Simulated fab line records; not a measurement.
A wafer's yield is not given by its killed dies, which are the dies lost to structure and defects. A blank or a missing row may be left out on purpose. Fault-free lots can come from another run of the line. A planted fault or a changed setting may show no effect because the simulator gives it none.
8D (eight disciplines) problem report, filled in by code    flow n5Finfet    the parts of the form that need people (team, actions taken, sign-off) are left out

## 1. THE ISSUE
Wafers free of any fault read 78.7 nm (standard deviation 0.98) for M1_ILD_THK at N5_BEOL_M1_THK_MEAS_01, against a mean of 89.8 nm on 4 wafers of 3 lots. Relative to the usual mean, that is a shift of +11 standard deviations.
First seen on wafer L615.1, day 10 16:04, on filmMetro-01. The record has a number at this step for 29 wafers belonging to 11 lots. Rule for "out" (also "out of limits"): further than 4 standard deviations from the usual mean. All remaining wafers that have a number are taken as sound.

## 2. WHAT THIS IS AND IS NOT
question                     is                              is not
which readings at this step  M1_ILD_THK                      -
which lots                   L615, L617, L622                L601, L604, L605, L607, L608, L609, L610, L612
which wafers of those lots   L615.1, L617.1, L617.5, L622.5  L615.3, L622.6
read on which gauges         filmMetro-01, filmMetro-02      -
when                         from day 10 16:04               up to then (24 sound wafers); but 1 sound wafer of L622 came after

## 3. WHAT RULES OUT EACH SUSPECT
Counting: any tool at a process step up to the reading remains a suspect provided it ran every lot that is out. Sound lots after the first of them don't rule it out here, since some wafers of a struck lot are sound.
- ruled out: the gauge at N5_BEOL_M1_THK_MEAS_01. Those wafers that are out were read across 2 gauges (filmMetro-01, filmMetro-02).
- pecvd-03 at N5_BEOL_M1_ILD_DEP_00 (deposits SiOC from DEMS/O2, target thk 79 nm, time 15.3 s): kept. Ran every lot that is out, first one L615 (day 10 15:59); last sound lot up to then L612 (day 9 01:32).
The count leaves pecvd-03 at N5_BEOL_M1_ILD_DEP_00.

## 4. THE CAUSE (what the simulator had put in)
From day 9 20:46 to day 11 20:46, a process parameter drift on pecvd-03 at N5_BEOL_M1_ILD_DEP_00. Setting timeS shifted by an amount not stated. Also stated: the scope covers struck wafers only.
After counting, this tool was the only one left.

## 5. THE EFFECT CHAIN, in route order
Rows list readings where the struck wafers' mean (over those with a number) sits beyond 3 standard deviations from the usual. Only readings for which the record gives a usual standard deviation are gone through. hours: the time from each lot's start at the first step in this table that gives one to its start at this step, as a median over the lots. sigmas: the change in usual standard deviations.
hours  step                    reading     usual    on struck wafers  change  sigmas
0      N5_BEOL_M1_THK_MEAS_01  M1_ILD_THK  78.7 nm  89.8              +11.1   +11
Later measuring or inspecting steps at which every struck wafer that the step has a row for has a number for every such reading, and none has moved that far: N5_BEOL_M4_RC_MEAS_101.

## 6. HOW IT WOULD HAVE BEEN CAUGHT EARLIER
19 hours passed between the start of the fault at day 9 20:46 and the first reading out of limits at a measuring or inspecting step in this record, taken at day 10 16:04.
Tool readings at N5_BEOL_M1_ILD_DEP_00 with a usual standard deviation given in the record: none out on any struck wafer, hence no alarm at a limit of 4 standard deviations on them.
L617, L622, from the lots that are out (3), started N5_BEOL_M1_ILD_DEP_00 on pecvd-03 later than day 10 16:04. A hold on the tool at that time would have spared those 2.
